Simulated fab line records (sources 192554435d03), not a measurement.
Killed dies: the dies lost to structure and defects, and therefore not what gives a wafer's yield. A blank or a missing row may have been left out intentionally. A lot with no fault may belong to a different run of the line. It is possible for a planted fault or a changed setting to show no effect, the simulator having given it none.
fab line records | flow n5_finfet
[record] lots = 7 | wafers = 21 | last_day = 17
route steps=1938 shown BEOL_M13@1700 BEOL_M14@1716 PASSIVATION@1936
lots that met no fault: from a run of the same line without faults
start_h: start of the lot's first displayed wafer, in hours after the record's first day | wait_h: hours since the lot's step before | " repeats the value in the row above | L1.1+2: one row covering several wafers at once | - no value, or no start given | * or withheld: withheld | < > ~ a bound
route shown NAME@n: NAME is a module with steps in the file, n the number in the route of the first one | usual: mean and standard deviation over wafers with no fault | same: alike in all rows | chamber/n: place in a boat | sites: per-site readings | _std_site: the standard deviation of these | _edge_site: outer sites' mean less inner sites' | radius_mm: for every site, how far away it sits from the centre of the wafer | mask NAME#n: copy n | behind: tool/chamber where the wafer was last shaped | hold: the reason the lot was held/the length of the hold in hours/how it ended | device: which transistor (n, p or np) failed to switch | end of line: the same wafers' tests at the end of the route | a step without rows: its recipe alone | killed: the dies lost at the first sort to structure and to defects; this is not the yield of the wafer | map: per-die view of a wafer (x killed, . not killed, _ where there is no die)
set.NAME: setting as actually run; set.NAME@STEP: the setting as run at that earlier step | model.NAME: the simulator's own value behind a step, which no gauge read
lots at some steps of the route; a table a step, a row a wafer
services: from which hour (start_h, from the record's first day; less than 0 if before it) a tool's chamber was out of use, for how many hours, and why
[[steps]]
[step N5_BEOL_M13_ETCH_38]
[recipe] chemistry = CF4/N2 | target = SiCN | target_depth_a = 675 | taper_deg = 2 | time_s = 71.9 | ion_energy_ev = 150 | mask_material = SiO2 | pressure_mtorr = 40 | source_w = 430 | bias_w = 70 | Ar_flow_sccm = 100 | cf4_flow_sccm = 60 | n2_flow_sccm = 60
[step N5_BEOL_M13_PRECLEAN_39]
[recipe] chemistry = residue_remover | time_s = 60 | temp_c = 40
[step N5_BEOL_M13_SRD_40]
[recipe] time_s = 30 | temp_c = 23 | rinse_liquid = diw | dry = n2_spin | spin_rpm = 1500 | dry_time_s = 30
[step N5_BEOL_M13_DEGAS_41]
[recipe] ambient = vacuum | temp_c = 250 | time_s = 60
[usual] heater_power_w = 325/30
lot.wafer | tool           | chamber | start_h | wait_h | heater_power_w
L666.1    | pvd_sputter-03 | -       | 254.67  | 0.7    | 312
L666.3    | "              | -       | "       | "      | 260
L666.5    | "              | -       | "       | "      | 256
L668.1    | pvd_sputter-02 | -       | 267.93  | 0.5    | 363
L668.4    | "              | -       | "       | "      | 322
L668.5    | "              | -       | "       | "      | 328
L670.1    | pvd_sputter-02 | -       | 282.97  | 0.4    | 301
L670.4    | "              | -       | "       | "      | 330
L670.5    | "              | -       | "       | "      | 345
L669.2    | pvd_sputter-02 | -       | 286.45  | 0.4    | 303
L669.4    | "              | -       | "       | "      | 334
L669.5    | "              | -       | "       | "      | 308
L680.3    | pvd_sputter-03 | -       | 348.88  | 0.3    | 354
L680.5    | "              | -       | "       | "      | 256
L680.6    | "              | -       | "       | "      | 326
L681.2    | pvd_sputter-02 | -       | 352.78  | 0.5    | 324
L681.5    | "              | -       | "       | "      | 303
L681.6    | "              | -       | "       | "      | 348
L684.4    | pvd_sputter-01 | -       | 380.02  | 0.0    | 366
L684.5    | "              | -       | "       | "      | 306
L684.6    | "              | -       | "       | "      | 382
[step N5_BEOL_M13_PRE_CLEAN_42]
[recipe] gas = H2/He | time_s = 30 | temp_c = 250
[step N5_BEOL_M13_SPUTTER_43]
[recipe] material = TaN | target_thk_a = 150 | temp_c = 50 | bias_v = 168.6 | power_w = 15000 | chamber_pressure_pa = 0.12 | time_s = 24.19
[step N5_BEOL_M13_SPUTTER_44]
[recipe] material = Ta | target_thk_a = 100 | temp_c = 50 | bias_v = 80 | power_w = 15000 | chamber_pressure_pa = 0.07 | time_s = 16.13
[step N5_BEOL_M13_SPUTTER_45]
[recipe] material = Cu | target_thk_a = 800 | temp_c = -20 | bias_v = 60 | power_w = 26000 | chamber_pressure_pa = 0.13 | time_s = 13.33
[step N5_BEOL_M13_ECD_47]
[recipe] material = Cu | target_thk_a = 9360
[step N5_BEOL_M13_ANNEAL_48]
[recipe] temp_c = 225 | time_s = 90 | ambient = N2
[usual] wafer_temp_C_max = 226.3/0.52
lot.wafer | tool          | chamber | start_h | wait_h | wafer_temp_C_max
L666.1    | rtp_anneal-01 | 0       | 255.19  | 0.1    | 226.7
L666.3    | "             | 0       | "       | "      | 225.9
L666.5    | "             | 0       | "       | "      | 226.6
L668.1    | rtp_anneal-01 | 0       | 268.86  | 0.5    | 226.1
L668.4    | "             | 0       | "       | "      | 226.5
L668.5    | "             | 0       | "       | "      | 226.3
L670.1    | rtp_anneal-02 | 0       | 283.51  | 0.1    | 225.7
L670.4    | "             | 0       | "       | "      | 225.3
L670.5    | "             | 0       | "       | "      | 225.5
L669.2    | rtp_anneal-01 | 0       | 287.02  | 0.2    | 226.7
L669.4    | "             | 0       | "       | "      | 226.8
L669.5    | "             | 0       | "       | "      | 226.9
L680.3    | rtp_anneal-02 | 0       | 349.49  | 0.2    | 225.8
L680.5    | "             | 0       | "       | "      | 225.7
L680.6    | "             | 0       | "       | "      | 225.6
L681.2    | rtp_anneal-02 | 0       | 353.35  | 0.2    | 225.8
L681.5    | "             | 0       | "       | "      | 225.7
L681.6    | "             | 0       | "       | "      | 225.6
L684.4    | rtp_anneal-01 | 0       | 380.74  | 0.3    | 226.8
L684.5    | "             | 0       | "       | "      | 226.6
L684.6    | "             | 0       | "       | "      | 226.6
[step N5_BEOL_M13_CMP_49]
[recipe] stop_on = SiOC | t_overpolish_s = 17.1 | down_force_psi = 1 | platen_rpm = 50 | clearing_platen_down_force_psi = 1.5 | clearing_platen_rpm = 50 | post_cmp_clean = cu_alkaline | target_thk_nm = 420 | clearing_platen_pad_velocity_m_s = 0.99484 | pad_velocity_m_s = 0.99484
[usual] barrier_field_endpoint_s = 30.2/0.85 | motor_current_A = 6.0/0.39 | overpolish_run_s = 17.101/0.0091 | retaining_ring_pressure_frac = 1.000/0.0053
lot.wafer | tool   | chamber | start_h | wait_h | barrier_field_endpoint_s | motor_current_A | overpolish_run_s | retaining_ring_pressure_frac
L666.3    | cmp-04 | 0       | 255.57  | 0.2    | 30.5                     | 6.3             | 17.094           | 0.997
L666.1    | "      | 1       | "       | "      | 29.8                     | 5.8             | 17.107           | 1.004
L666.5    | "      | 3       | "       | "      | 30.1                     | 5.6             | 17.099           | 0.996
L668.4    | cmp-02 | 3       | 269.43  | 0.2    | 31.4                     | 5.7             | 17.095           | 1.002
L668.1    | "      | 0       | "       | "      | 31.9                     | 6.4             | 17.105           | 1.003
L668.5    | "      | 0       | "       | "      | 31.9                     | 6.2             | 17.099           | 1.001
L670.1    | cmp-04 | 0       | 283.82  | 0.3    | 31.7                     | 6.4             | 17.112           | 0.997
L670.4    | "      | 3       | "       | "      | 30.5                     | 5.6             | 17.092           | 0.995
L670.5    | "      | 1       | "       | "      | 30.0                     | 5.7             | 17.117           | 1.000
L669.4    | cmp-04 | 3       | 287.27  | 0.1    | 29.5                     | 5.5             | 17.104           | 1.000
L669.2    | "      | 0       | "       | "      | 30.2                     | 6.1             | 17.105           | 1.002
L669.5    | "      | 0       | "       | "      | 30.1                     | 6.5             | 17.101           | 1.002
L680.3    | cmp-02 | 3       | 349.95  | 0.4    | 30.8                     | 5.7             | 17.107           | 1.002
L680.5    | "      | 0       | "       | "      | 30.9                     | 6.2             | 17.107           | 1.003
L680.6    | "      | 1       | "       | "      | 31.4                     | 6.2             | 17.104           | 1.004
L681.2    | cmp-04 | 2       | 353.64  | 0.2    | 30.1                     | 6.0             | 17.101           | 1.003
L681.5    | "      | 1       | "       | "      | 29.9                     | 5.3             | 17.100           | 1.002
L681.6    | "      | 2       | "       | "      | 30.1                     | 5.7             | 17.087           | 1.003
L684.4    | cmp-02 | 3       | 380.94  | 0.2    | 29.6                     | 5.7             | 17.096           | 1.002
L684.6    | "      | 2       | "       | "      | 29.3                     | 6.7             | 17.099           | 0.999
L684.5    | "      | 3       | "       | "      | 29.8                     | 6.0             | 17.101           | 1.000
[step N5_BEOL_M13_THK_MEAS_50]
[recipe] thk_meas_gauge = xrf | reads = Cu_of_BEOL_M13_ECD_47
[usual] M13_THK = 426/7.6
lot.wafer | tool          | chamber | start_h | wait_h | M13_THK[nm]
L666.1    | film_metro-02 | -       | 255.79  | -      | 429
L666.3    | "             | -       | "       | "      | 432
L666.5    | "             | -       | "       | "      | 429
L668.1    | film_metro-02 | -       | 269.72  | -      | 427
L668.4    | "             | -       | "       | "      | 430
L668.5    | "             | -       | "       | "      | 433
L670.1    | film_metro-02 | -       | 284.11  | -      | 437
L670.4    | "             | -       | "       | "      | 437
L670.5    | "             | -       | "       | "      | 432
L669.2    | film_metro-01 | -       | 287.56  | -      | 429
L669.4    | "             | -       | "       | "      | 436
L669.5    | "             | -       | "       | "      | 432
L680.3    | film_metro-01 | -       | 350.13  | -      | 426
L680.5    | "             | -       | "       | "      | 429
L680.6    | "             | -       | "       | "      | 416
L681.2    | film_metro-01 | -       | 353.90  | -      | 413
L681.5    | "             | -       | "       | "      | 420
L681.6    | "             | -       | "       | "      | 413
L684.4    | film_metro-01 | -       | 381.20  | -      | 423
L684.5    | "             | -       | "       | "      | 421
L684.6    | "             | -       | "       | "      | 425
[step N5_BEOL_M13_PRE_CLEAN_52]
[recipe] gas = NH3 | time_s = 15 | temp_c = withheld | rf_power_w = 300
lot.wafer  | tool     | chamber | start_h | wait_h
L666.1+3+5 | pecvd-03 | 0,1,2   | 255.82  | 0.0
L668.1+4+5 | pecvd-03 | 1,2,0   | 269.76  | 0.0
L670.1+4+5 | pecvd-03 | 0,1,2   | 284.15  | 0.0
L669.2+4+5 | pecvd-03 | 1,0,1   | 287.60  | 0.0
L680.3+5+6 | pecvd-01 | 1,0,2   | 350.16  | 0.0
L681.2+5+6 | pecvd-03 | 2,0,2   | 353.93  | 0.0
L684.4+5+6 | pecvd-03 | 0,2,1   | 381.24  | 0.0
[step N5_BEOL_M13_DEP_53]
[recipe] material = SiCN | target_thk_a = 500 | temp_c = withheld | precursor = 3MS/NH3 | pressure_torr = 3 | rf_w = 675 | time_s = 17.8
[usual] showerhead_plenum_p_Torr = 4.159/0.027 | showerhead_vpp_V = 1617/73 | throttle_valve_pct = 18.0/0.72
lot.wafer | tool     | chamber | start_h | wait_h | showerhead_plenum_p_Torr | showerhead_vpp_V | throttle_valve_pct
L666.1    | pecvd-03 | 0       | 255.85  | 0.0    | 4.195                    | 1730             | 17.6
L666.3    | "        | 1       | "       | "      | 4.178                    | 1577             | 19.3
L666.5    | "        | 2       | "       | "      | 4.137                    | 1618             | 17.9
L668.1    | pecvd-03 | 1       | 269.78  | 0.0    | 4.186                    | 1567             | 19.1
L668.4    | "        | 2       | "       | "      | 4.120                    | 1598             | 18.5
L668.5    | "        | 0       | "       | "      | 4.200                    | 1721             | 17.7
L670.1    | pecvd-03 | 0       | 284.17  | 0.0    | 4.201                    | 1725             | 17.4
L670.4    | "        | 1       | "       | "      | 4.167                    | 1554             | 19.1
L670.5    | "        | 2       | "       | "      | 4.118                    | 1624             | 17.8
L669.2    | pecvd-03 | 1       | 287.63  | 0.0    | 4.188                    | 1522             | 19.1
L669.4    | "        | 0       | "       | "      | 4.191                    | 1730             | 17.5
L669.5    | "        | 1       | "       | "      | 4.176                    | 1523             | 19.2
L680.3    | pecvd-01 | 1       | 350.19  | 0.0    | 4.174                    | 1573             | 17.8
L680.5    | "        | 0       | "       | "      | 4.143                    | 1577             | 17.1
L680.6    | "        | 2       | "       | "      | 4.164                    | 1697             | 17.1
L681.2    | pecvd-03 | 2       | 353.97  | 0.0    | 4.115                    | 1622             | 18.3
L681.5    | "        | 0       | "       | "      | 4.192                    | 1733             | 17.5
L681.6    | "        | 2       | "       | "      | 4.124                    | 1626             | 18.3
L684.4    | pecvd-03 | 0       | 381.27  | 0.0    | 4.196                    | 1745             | 17.5
L684.5    | "        | 2       | "       | "      | 4.127                    | 1613             | 18.4
L684.6    | "        | 1       | "       | "      | 4.173                    | 1566             | 19.1
[step N5_BEOL_M13_RS_MEAS_54]
[recipe] thk_meas_gauge = four-point-probe | reads = Cu_of_BEOL_M13_ECD_47+Ta_of_BEOL_M13_SPUTTER_44+TaN_of_BEOL_M13_SPUTTER_43
[usual] M13_RS = 0.0448/0.00072
lot.wafer | tool          | chamber | start_h | wait_h | M13_RS[ohm/sq]
L666.1    | film_metro-02 | -       | 255.91  | 0.0    | 0.0447
L666.3    | "             | -       | "       | "      | 0.0444
L666.5    | "             | -       | "       | "      | 0.0447
L668.1    | film_metro-02 | -       | 269.85  | 0.0    | 0.0454
L668.4    | "             | -       | "       | "      | 0.0448
L668.5    | "             | -       | "       | "      | 0.0445
L670.1    | film_metro-02 | -       | 284.24  | 0.0    | 0.0440
L670.4    | "             | -       | "       | "      | 0.0441
L670.5    | "             | -       | "       | "      | 0.0446
L669.2    | film_metro-01 | -       | 287.69  | 0.1    | 0.0446
L669.4    | "             | -       | "       | "      | 0.0437
L669.5    | "             | -       | "       | "      | 0.0443
L680.3    | film_metro-01 | -       | 350.26  | 0.1    | 0.0440
L680.5    | "             | -       | "       | "      | 0.0438
L680.6    | "             | -       | "       | "      | 0.0453
L681.2    | film_metro-01 | -       | 354.05  | 0.1    | 0.0454
L681.5    | "             | -       | "       | "      | 0.0447
L681.6    | "             | -       | "       | "      | 0.0453
L684.4    | film_metro-02 | -       | 381.32  | 0.0    | 0.0452
L684.5    | "             | -       | "       | "      | 0.0454
L684.6    | "             | -       | "       | "      | 0.0448
[step N5_BEOL_M13_INSPECT_55]
[recipe] inspect_instrument = darkfield | mode = post_dep
[usual] raw_defect_count = 74/27
lot.wafer | tool              | chamber | start_h | wait_h | raw_defect_count
L666.1    | defect_inspect-01 | -       | 255.94  | 0.0    | 51
L666.3    | "                 | -       | "       | "      | 107
L666.5    | "                 | -       | "       | "      | 51
L668.1    | defect_inspect-01 | -       | 269.88  | 0.0    | 473
L668.4    | "                 | -       | "       | "      | 489
L668.5    | "                 | -       | "       | "      | 482
L670.1    | defect_inspect-02 | -       | 284.27  | 0.0    | 455
L670.4    | "                 | -       | "       | "      | 475
L670.5    | "                 | -       | "       | "      | 478
L669.2    | defect_inspect-02 | -       | 287.72  | 0.0    | 483
L669.4    | "                 | -       | "       | "      | 455
L669.5    | "                 | -       | "       | "      | 519
L680.3    | defect_inspect-02 | -       | 350.28  | 0.0    | 74
L680.5    | "                 | -       | "       | "      | 65
L680.6    | "                 | -       | "       | "      | 83
L681.2    | defect_inspect-02 | -       | 354.08  | 0.0    | 38
L681.5    | "                 | -       | "       | "      | 69
L681.6    | "                 | -       | "       | "      | 43
L684.4    | defect_inspect-02 | -       | 381.35  | 0.0    | 58
L684.5    | "                 | -       | "       | "      | 74
L684.6    | "                 | -       | "       | "      | 47
[step N5_BEOL_M14_ILD_DEP_00]
[recipe] material = SiO2 | target_thk_a = 11193 | temp_c = 400 | precursor = TEOS/O2 | pressure_torr = 6.5 | rf_w = 900 | teos_flow_sccm = 161.4 | gas = O2 | flow_sccm = 2650 | time_s = 237.4
[usual] heater_power_w = 562/73 | showerhead_plenum_p_Torr = 8.335/0.029 | showerhead_vpp_V = 1862/87 | throttle_valve_pct = 18.5/0.96
lot.wafer | tool     | chamber | start_h | wait_h | heater_power_w | showerhead_plenum_p_Torr | showerhead_vpp_V | throttle_valve_pct
L666.1    | pecvd-04 | 0       | 255.98  | 0.0    | 596            | 8.316                    | 1796             | 20.0
L666.3    | "        | 0       | "       | "      | 458            | 8.319                    | 1801             | 20.3
L666.5    | "        | 0       | "       | "      | 532            | 8.312                    | 1803             | 20.5
L668.1    | pecvd-03 | 0       | 269.91  | 0.0    | 639            | 8.417                    | 1997             | 18.2
L668.4    | "        | 1       | "       | "      | 616            | 8.381                    | 1791             | 19.8
L668.5    | "        | 0       | "       | "      | 676            | 8.406                    | 1998             | 18.2
L670.1    | pecvd-04 | 1       | 284.30  | 0.0    | 515            | 8.316                    | 2000             | 18.9
L670.4    | "        | 0       | "       | "      | 449            | 8.309                    | 1840             | 20.5
L670.5    | "        | 2       | "       | "      | 560            | 8.285                    | 1767             | 17.1
L669.2    | pecvd-01 | 1       | 287.76  | 0.0    | 618            | 8.368                    | 1826             | 18.7
L669.4    | "        | 0       | "       | "      | 569            | 8.320                    | 1804             | 18.2
L669.5    | "        | 2       | "       | "      | 540            | 8.352                    | 1911             | 17.9
L680.3    | pecvd-01 | 1       | 350.32  | 0.0    | 576            | 8.363                    | 1819             | 18.6
L680.5    | "        | 0       | "       | "      | 418            | 8.302                    | 1780             | 18.2
L680.6    | "        | 2       | "       | "      | 712            | 8.350                    | 1962             | 17.9
L681.2    | pecvd-03 | 0       | 354.12  | 0.0    | 570            | 8.379                    | 1993             | 18.0
L681.5    | "        | 2       | "       | "      | 602            | 8.266                    | 1865             | 19.0
L681.6    | "        | 0       | "       | "      | 680            | 8.382                    | 1973             | 18.2
L684.4    | pecvd-03 | 1       | 381.46  | 0.1    | 492            | 8.379                    | 1775             | 19.8
L684.5    | "        | 2       | "       | "      | 585            | 8.283                    | 1876             | 19.0
L684.6    | "        | 0       | "       | "      | 537            | 8.407                    | 2002             | 18.0
[step N5_PASSIVATION_PROBE_49]
[usual] defect_limited_yield = 91.1/1.4 | killed_at_M0_to_M3 = 33/9.1 | killed_at_M4_up = 14/5.6 | killed_at_contacts = 13/5.7 | killed_at_front_end = 42/12 | killed_at_other = 4/3 | killed_dies = 105/16 | killed_open = 69/11 | killed_short = 34/7.5 | sort_bin_5_function = 5.2/0.91 | sort_bin_6_memory = 3.3/0.64 | sort_n_pass = 1075/16 | sort_yield_pct = 91.1/1.4
[same] gross_dies = 1180 | killed_at_back_side = 0 | sort_bin_4_leakage[%] = 0 | sort_bin_8_speed[%] = 0
lot.wafer | tool      | chamber | start_h | wait_h | defect_limited_yield[%] | killed_at_M0_to_M3 | killed_at_M4_up | killed_at_contacts | killed_at_front_end | killed_at_other | killed_dies | killed_open | killed_short | sort_bin_5_function[%] | sort_bin_6_memory[%] | sort_n_pass | sort_yield_pct[%]
L668.1    | prober-01 | -       | 300.72  | 0.4    | 82.6                    | 37                 | 119             | 12                 | 31                  | 6               | 205         | 59          | 33           | 10.9                   | 4.3                  | 975         | 82.6
L668.4    | prober-01 | -       | 300.87  | 0.6    | 84.0                    | 22                 | 87              | 16                 | 57                  | 7               | 189         | 76          | 35           | 9.1                    | 4.6                  | 991         | 84.0
L668.5    | prober-01 | -       | 300.92  | 0.6    | 88.1                    | 25                 | 46              | 13                 | 56                  | 1               | 141         | 62          | 38           | 7.5                    | 3.1                  | 1039        | 88.1
L670.1    | prober-02 | -       | 309.73  | 0.0    | 88.7                    | 39                 | 44              | 16                 | 33                  | 1               | 133         | 60          | 33           | 6.7                    | 3.5                  | 1047        | 88.7
L670.4    | prober-02 | -       | 309.88  | 0.2    | 84.7                    | 26                 | 118             | 5                  | 30                  | 1               | 180         | 44          | 26           | 10.7                   | 3.1                  | 1000        | 84.7
L670.5    | prober-02 | -       | 309.93  | 0.2    | 84.3                    | 50                 | 81              | 7                  | 44                  | 3               | 185         | 72          | 40           | 9.7                    | 4.6                  | 995         | 84.3
L669.2    | prober-01 | -       | 311.06  | 0.2    | 81.9                    | 34                 | 117             | 17                 | 40                  | 6               | 214         | 71          | 36           | 11.2                   | 5.2                  | 966         | 81.9
L669.4    | prober-01 | -       | 311.16  | 0.3    | 88.5                    | 27                 | 63              | 9                  | 36                  | 1               | 136         | 62          | 31           | 7.2                    | 2.6                  | 1044        | 88.5
L669.5    | prober-01 | -       | 311.21  | 0.4    | 83.3                    | 21                 | 124             | 12                 | 39                  | 1               | 197         | 61          | 18           | 11.2                   | 4.0                  | 983         | 83.3
// killed by level:class
L668.1 BEOL_M13:unspecified=110 MOL_CONTACT_COAG:geometric_particle:open=11 BEOL_M3:geometric_particle:open=10 BEOL_M0_SAQP:geometric_particle:open=9 BEOL_M0_SAQP:geometric_particle:short=8 FIN_SAQP:geometric_particle:short=7 BEOL_M5:geometric_particle:open=6 FIN_SAQP:geometric_particle:open=5
L668.4 BEOL_M13:unspecified=73 FIN_SAQP:geometric_particle:open=19 MOL_CONTACT_COAG:geometric_particle:open=13 STI_FIN_REVEAL:geometric_particle:open=12 FIN_SAQP:geometric_particle:short=9 BEOL_M0_SAQP:geometric_particle:short=4 BEOL_M2:geometric_particle:open=4 PAD_METAL:geometric_particle:short=4
L668.5 BEOL_M13:unspecified=38 FIN_SAQP:geometric_particle:open=16 FIN_SAQP:geometric_particle:short=13 BEOL_M0_SAQP:geometric_particle:short=12 MOL_CONTACT_COAG:geometric_particle:open=12 DUMMY_GATE:geometric_particle:open=7 STARTING-WAFER:geometric_particle:open=5 BEOL_M0_SAQP:geometric_particle:open=4
L670.1 BEOL_M13:unspecified=39 MOL_CONTACT_COAG:geometric_particle:open=14 BEOL_M1:geometric_particle:open=11 FIN_SAQP:geometric_particle:short=7 BEOL_M3:geometric_particle:open=7 GATE_CUT:geometric_particle:open=5 BEOL_M0_SAQP:geometric_particle:short=5 STI_FIN_REVEAL:geometric_particle:open=4
L670.4 BEOL_M13:unspecified=110 ILD0:geometric_particle:short=6 BEOL_M1:geometric_particle:open=6 BEOL_M2:geometric_particle:open=5 BEOL_M3:geometric_particle:open=5 FIN_SAQP:geometric_particle:short=4 BEOL_M6:geometric_particle:open=4 ILD0:geometric_particle:open=3
L670.5 BEOL_M13:unspecified=71 BEOL_M0_SAQP:geometric_particle:open=16 BEOL_M0_SAQP:geometric_particle:short=10 BEOL_M1:geometric_particle:open=10 FIN_SAQP:geometric_particle:open=9 BEOL_M3:geometric_particle:open=9 FIN_SAQP:geometric_particle:short=8 STI_FIN_REVEAL:geometric_particle:open=6
L669.2 BEOL_M13:unspecified=107 MOL_CONTACT_COAG:geometric_particle:open=13 BEOL_M0_SAQP:geometric_particle:open=13 FIN_SAQP:geometric_particle:short=7 FIN_SAQP:geometric_particle:open=7 BEOL_M0_SAQP:geometric_particle:short=7 BEOL_M3:geometric_particle:open=7 DUMMY_GATE:geometric_particle:open=5
L669.4 BEOL_M13:unspecified=40 BEOL_M4:geometric_particle:open=11 STI_FIN_REVEAL:geometric_particle:open=10 MOL_CONTACT_COAG:geometric_particle:open=9 FIN_SAQP:geometric_particle:short=8 BEOL_M0_SAQP:geometric_particle:short=7 FIN_SAQP:geometric_particle:open=4 BEOL_M0_SAQP:geometric_particle:open=4
L669.5 BEOL_M13:unspecified=111 STI_FIN_REVEAL:geometric_particle:open=13 MOL_CONTACT_COAG:geometric_particle:open=10 BEOL_M4:geometric_particle:open=6 FIN_SAQP:geometric_particle:open=4 DUMMY_GATE:geometric_particle:open=4 BEOL_M1:geometric_particle:open=4 HKMG_FIN:area_etch=4
// map L668.1 (x killed, . not)
_________________.......x....________________
______________.................._____________
___________........x...............__________
__________x...........x..x..x......._________
________..x......x..........x.......x._______
_______......x....x....................______
______...x.............................x_____
_____.x.....x.....xx...x.................____
____.........x........xx.x.x.............x___
___....x.....x................x.........x..__
___.x.........x.......................x....__
__...x.x..x..............x...x..x.x........._
__....x..........x...........xx.xx.........._
_......x....................xxxxxxxx....x....
_.........................xxxxxxxxxx.........
_..x.............x.....x..xxxxxxxxx..xx.x....
_..............x......x..xxxxxxxxxxx.........
_........................xxxxxxxxxxxxxxx.....
_........................xxxxxxxxxxxxxxx...x.
_.......................xxxx.xxxxxxxx........
_..x...........x..........xxxxxxxxxxxx.......
__...............x....x..x.x.xxx.xx..x...x.._
__......x.................x.x..............._
___.........x.............x.....xx..x......__
___.....x.....x..x.......x.......x.x....x..__
____..........x......xx....x.............x___
_____......x..x..................x.......____
______.....x........x.x....x.....x......_____
_______................................______
________.x.......x........x..x......xx_______
__________......x..................._________
___________..................x..x..__________
______________.......x..x......x_____________
_________________.x.xxx......________________
// map L669.2 (x killed, . not)
_________________............________________
______________...........x......_____________
___________.x.......x..............__________
__________...................x......_________
________...x...........x....x........._______
_______.x.....xx.......x.x.............______
______.........x..........x............._____
_____........x..x....x....x..............____
____x.x...x..x.x....x.x.......x...........___
___..........x..........x.x............x...__
___......x.x.......x.......................__
__.............x..........x..x...x.....xx..._
__............................x.x.xx........_
_x.........x....x.x........x.xxxxxxx.........
_....x................x..xxx.xxxxxxx.......x.
_................xx...x..xx.xxxxxxxxxxx......
_.x...x..x......x.x.....xx.xxxxxxxxxxx.......
_..x.............x.....x.xxxxxxxxxxxxx.......
_....xx...x..............xxxxxxxxxxxxx.......
_........................xxxxxxxxxxxxx.......
_..x..x..........x..x.....x.xxxxxxxxxx.......
__..........x..............xxx.xx.xx...x...._
__.............x...........xx....x..xx......_
___................x...x...x..x.x..........__
___...x...x..x.........x...x......x........__
____....................x........xx.......___
_____..xx.............x.....x............____
______x.x...x..................x........_____
_______x..x..x...x..x..........x.......______
________....x..............xx..x..x..._______
__________....................x....._________
___________...x....................__________
______________.x................_____________
_________________...x........________________
[[services]]
tool           | chamber | start_h | hours | kind
pecvd-04       | 2       | 231.64  | -     | clean
pecvd-04       | 2       | 231.64  | -     | consumable_replace:showerhead
pecvd-04       | 2       | 231.64  | 29.0  | scheduled_down
pecvd-04       | 2       | 231.64  | 29.0  | vent_cycle
cmp-02         | -       | 243.49  | 2.6   | repair
pecvd-03       | -       | 254.60  | 0.9   | repair
pecvd-04       | 1       | 258.07  | 2.8   | repair
cmp-04         | -       | 275.28  | 4.1   | repair
pecvd-04       | -       | 277.54  | 5.4   | repair
cmp-04         | -       | 304.80  | 4.0   | pm
cmp-02         | -       | 306.34  | 4.8   | pm
pecvd-03       | 1       | 308.67  | 4.0   | repair
cmp-04         | -       | 308.80  | -     | consumable_replace:conditioner
cmp-04         | -       | 308.80  | -     | consumable_replace:pad
pecvd-03       | -       | 321.24  | 0.5   | repair
cmp-02         | -       | 323.75  | 10.4  | pm
pecvd-01       | 0       | 334.50  | 3.8   | repair
pecvd-01       | 2       | 338.73  | 5.5   | scheduled_down
pecvd-03       | 1       | 349.27  | 5.5   | scheduled_down
pecvd-04       | -       | 357.99  | 6.0   | pm
pvd_sputter-01 | -       | 369.52  | 1.8   | repair
cmp-04         | -       | 370.71  | 0.5   | repair
pvd_sputter-01 | -       | 371.87  | 3.5   | repair
pecvd-03       | 0       | 374.78  | 5.5   | scheduled_down
[[key]]
[first_sign] step = N5_BEOL_M13_INSPECT_55 | reading = raw_defect_count | direction = up | sigmas = 15 | usual = 74 | struck = 479
[effect] step = N5_PASSIVATION_PROBE_49 | reading = killed_at_M4_up | direction = up | sigmas = 13 | usual = 14 | struck = 89
[more_kills_born_at] N5_BEOL_M13_PRE_CLEAN_52@pecvd-03 = 699
met_at N5_BEOL_M13_PRE_CLEAN_52
struck_wafers L668.1,L668.4,L668.5,L669.2,L669.4,L669.5,L670.1,L670.4,L670.5
onset_between 255.82 269.76
[fault] kind = chamber_particle_source | tool = pecvd-03 | chamber = - | onset_h = 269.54 | steps = N5_BEOL_M13_PRE_CLEAN_52 | rate_per_visit_cm2 = 0.63332 | end_h = 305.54
